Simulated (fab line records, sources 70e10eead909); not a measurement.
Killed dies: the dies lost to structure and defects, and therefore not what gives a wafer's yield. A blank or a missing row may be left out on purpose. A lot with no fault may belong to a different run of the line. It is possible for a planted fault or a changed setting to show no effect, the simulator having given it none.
Matching of chambers	flow nand harc	NHARC_A_STAIRCASE_DEP_151 on pecvd-03 has 3 sister chambers
The step deposits SiO2, target thk 7200 nm. 6 wafers are shown with their chamber, then 7 later ones without.

== WAFERS PAIRED WITH THEIR CHAMBERS ==
wafer	chamber	heater power w (W)
L079.4	1	639
L081.1	2	658
L081.4	0	490
L081.5	2	535
L086.1	1	762
L086.4	0	500

== WAFERS WITH NO CHAMBER GIVEN ==
wafer	heater power w (W)
L086.6	536
L084.1	793
L084.2	557
L084.5	537
L095.2	743
L095.4	588
L095.6	504

== WHICH CHAMBER EACH ONE RAN IN ==
wafer	from the rows above	in truth
L086.6	can't be placed: 0 or 2 or 1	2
L084.1	can't be placed: 1 or 2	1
L084.2	can't be placed: 2 or 0 or 1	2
L084.5	can't be placed: 0 or 2 or 1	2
L095.2	can't be placed: 1 or 2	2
L095.4	can't be placed: 2 or 0 or 1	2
L095.6	can't be placed: 0 or 2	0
Correctly placed: 0 of 7. Unplaceable from these rows: 7, with the true chamber sitting among the candidates in 7. 0 placed wrongly.
How it was worked out, from the rows above alone: a wafer's distance from a chamber is the root of the sum, over the readings, of the square of ((its reading less the chamber's mean) divided by the reading's scatter). If the next closest chamber is less than 2 further off than the closest, the wafer can't be placed; otherwise it belongs to the closest. The mean given for a chamber averages the wafers shown for that chamber. The scatter: take each reading less its chamber's mean, square it, sum over the shown wafers, divide by the number of wafers less the number of chambers, and take the root.
